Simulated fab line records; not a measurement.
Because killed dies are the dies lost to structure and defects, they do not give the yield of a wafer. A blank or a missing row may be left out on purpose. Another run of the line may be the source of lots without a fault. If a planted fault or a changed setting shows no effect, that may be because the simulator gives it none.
Which tool did it? ; flow nandHarc ; 36 wafers sampled from 12 lots at 1 step of a route of 1302

WHAT THE GAUGES SHOWED, per wafer
NHARC_A_SOURCE_PLATE_INSPECT_08.
lot;measured;on;rawDefectCount
L075;day 8 03:19;defectInspect-01;51 48 48
L077;day 8 21:00;defectInspect-02;32 45 44
L079;day 10 00:37;defectInspect-01;76 38 52
L081;day 10 23:14;defectInspect-02;72 115 68
L083;day 11 04:46;defectInspect-02;32 37 28
L085;day 12 08:22;defectInspect-01;43 35 32
L089;day 13 16:32;defectInspect-01;31 63 66
L088;day 13 20:16;defectInspect-02;56 34 56
L090;day 14 15:55;defectInspect-02;42 41 22
L093;day 15 13:44;defectInspect-01;53 36 41
L095;day 16 08:32;defectInspect-01;80 53 55
L097;day 17 09:33;defectInspect-02;43 54 27

EACH LOT AND THE TOOL THAT RAN IT (in order: tool; ch and the chambers of the sampled wafers; start)
No process step before these readings appears in the record.

THE ANSWER, worked out from the rows above alone
Rule: usual is defined by the lots themselves. Put in order of their means at a reading, lots are off if they are a third of the lots or fewer, leave a main group of 4 or more, and stand apart from it by a gap of 3 or more times the standard deviation of the main group's means; of several such gaps the widest counts. If all means in a main group match to the digits the tables above print for the reading, that group is not used. Also off: a lot with no number at a reading for which 4 or more lots have one. The other lots that the step has rows for count as sound.
No lot is off at any reading shown: from this, nothing can be told.

WHAT WAS PUT IN BY THE SIMULATOR
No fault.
